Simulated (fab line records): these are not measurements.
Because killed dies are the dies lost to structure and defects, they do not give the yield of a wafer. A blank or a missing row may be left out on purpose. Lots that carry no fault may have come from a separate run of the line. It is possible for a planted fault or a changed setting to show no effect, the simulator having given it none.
A struck lot beside a sound one + flow nandHarc + 41 out of 1159 route steps
Sound: these wafers, L582.2, L582.4, L582.6. Struck: wafers L585.2, L585.4, L585.6. At the end, the cause is stated.
Per side, at each step with rows, come the tool, then ch with its chambers, and then its first start. Under that, the readings that differ: sound wafers + struck wafers + difference of the means + sigmas: that difference in standard deviations of wafers without a fault.
alike: a reading whose means differ by less than 2 such deviations, as well as words and numbers matching on both sides. not compared: withheld readings; readings where some wafer has no value; bounds like >300 that might hide an equal value; numbers whose values overlap and for which the record gives no deviation.
The two part at a step that has a row with sigmas, a row that says differs or no value, or rows on one side only. Non-overlapping numbers with no deviation appear without sigmas and do not part them. A reading that every wafer of one side lacks parts them only if that side has two wafers or more.

first, 7 steps without rows for these wafers: NHARC_P_GATE_HMDS_52 (time 30 s); NHARC_P_GATE_COAT_53; NHARC_P_GATE_SOFTBAKE_54 (time 95 s); NHARC_P_GATE_EBR_55; NHARC_P_GATE_EXPOSE_56 (exposes mask P PSD, target cd 720 nm); NHARC_P_GATE_PEB_57 (peb time 85 s); NHARC_P_GATE_DEVELOP_58 (time 70 s).
NHARC_P_GATE_CD_MEAS_59 targets a cd of 720 nm.
  sound on cdSem-02 ch 0, day 8 12:03; struck on cdSem-02 ch 0, day 9 08:12
  alike: cdNm
then, 3 steps without rows for these wafers: NHARC_P_GATE_HARDBAKE_60 (time 80 s); NHARC_P_GATE_DESCUM_61 (chemistry O2, time 3 s); NHARC_P_GATE_IMPLANT_62.
NHARC_P_GATE_STRIP_112: strips in N2/H2, time 200 s.
  sound on plasmaAsher-01 ch 0, day 8 12:37; struck on plasmaAsher-01 ch 0,1, day 9 08:44
  alike: drypumpMotorCurrentA, heaterPowerW
  not compared: rfHoursCounterH
NHARC_P_GATE_STRIP_76: strips in O2.
  sound on plasmaAsher-01 ch 0, day 8 12:52; struck on plasmaAsher-01 ch 0,1, day 9 09:00
  alike: drypumpMotorCurrentA, heaterPowerW
  not compared: rfHoursCounterH
then, 9 steps without rows for these wafers: NHARC_P_GATE_STRIP_63 (strips in SPM, time 900 s); NHARC_P_GATE_DEHYDRATE_83 (time 120 s); NHARC_P_GATE_HMDS_84 (time 30 s); NHARC_P_GATE_COAT_85; NHARC_P_GATE_SOFTBAKE_86 (time 95 s); NHARC_P_GATE_EBR_87; NHARC_P_GATE_EXPOSE_88 (exposes mask P HVN, target cd 2000 nm); NHARC_P_GATE_PEB_89 (peb time 85 s); NHARC_P_GATE_DEVELOP_90 (time 70 s).
NHARC_P_GATE_CD_MEAS_91 targets a cd of 2000 nm.
  sound on cdSem-03 ch 0, day 8 13:40; struck on cdSem-03 ch 0, day 9 09:55
  alike: cdNm
then, 3 steps without rows for these wafers: NHARC_P_GATE_HARDBAKE_92 (time 80 s); NHARC_P_GATE_DESCUM_93 (chemistry O2, time 3 s); NHARC_P_GATE_IMPLANT_94.
NHARC_P_GATE_STRIP_113: strips in N2/H2, time 740 s.
  sound on plasmaAsher-02 ch 0,1, day 8 14:13; struck on plasmaAsher-02 ch 0,1, day 9 10:35
  alike: drypumpMotorCurrentA, heaterPowerW
  not compared: rfHoursCounterH
NHARC_P_GATE_STRIP_95: strips in O2.
  sound on plasmaAsher-02 ch 0,1, day 8 14:56; struck on plasmaAsher-02 ch 0,1, day 9 11:11
  alike: drypumpMotorCurrentA, heaterPowerW
  not compared: rfHoursCounterH
then, 3 steps without rows for these wafers: NHARC_P_GATE_STRIP_96 (strips in SPM, time 900 s); NHARC_P_GATE_RTA_64 (time 1 s); NHARC_P_GATE_ETCH_77 (etches SiO2 in dHF, target depth 6 nm).
NHARC_P_GATE_DEGAS_109: time 60 s.
  sound: pvdSputter-01 at day 8 15:49; struck: pvdSputter-03 at day 9 12:04
  alike: heaterPowerW
then, 3 steps without rows for these wafers: NHARC_P_GATE_PRE_CLEAN_110 (time 30 s); NHARC_P_GATE_SPUTTER_78 (material Ni, target thk 10 nm); NHARC_P_GATE_SPUTTER_79 (material TiN, target thk 10 nm).
NHARC_P_GATE_RTA_80: time 30 s.
  sound on rtpAnneal-01 ch 0, day 8 16:08; struck on rtpAnneal-02 ch 0, day 9 12:23
  alike: wafer_temp_C_max
then, 2 steps without rows for these wafers: NHARC_P_GATE_STRIP_67 (strips in SPM, time 600 s); NHARC_P_GATE_RTA_82 (time 30 s).
NHARC_P_GATE_INSPECT_68:
  sound: defectInspect-02 at day 8 16:46; struck: defectInspect-02 at day 9 13:02
| reading        | sound       | struck      | difference | sigmas |
|----------------|-------------|-------------|------------|--------|
| rawDefectCount | 177 157 133 | 500 526 516 | +358       | +5     |
then, 1 step without rows for these wafers: NHARC_P_CONTACT_DEP_30 (deposits SiNx, target thk 30 nm).
-- break in the record here, with 14 days between the starts of the struck wafers on either side (left off in module P_CONTACT, picked up again in module END, where the first step shown is number 1159 on the route) --
NHARC_END_SORT_01:
  sound on prober-01 ch 0, day 22 03:26; struck on prober-01 ch 0, day 23 08:41
| reading           | sound    | struck   | difference | sigmas |
|-------------------|----------|----------|------------|--------|
| killedAtPeriphery | 7 7 5    | 51 42 40 | +38        | +15    |
| killedDies        | 21 29 34 | 69 63 61 | +36        | +4     |
  alike: killedAtArray, killedAtOther, killedOpen, killedShort

== WHERE THEY PART ==
Earliest at NHARC_P_GATE_INSPECT_68; latest, in this record, at NHARC_END_SORT_01.

WHY: what the simulator had put in
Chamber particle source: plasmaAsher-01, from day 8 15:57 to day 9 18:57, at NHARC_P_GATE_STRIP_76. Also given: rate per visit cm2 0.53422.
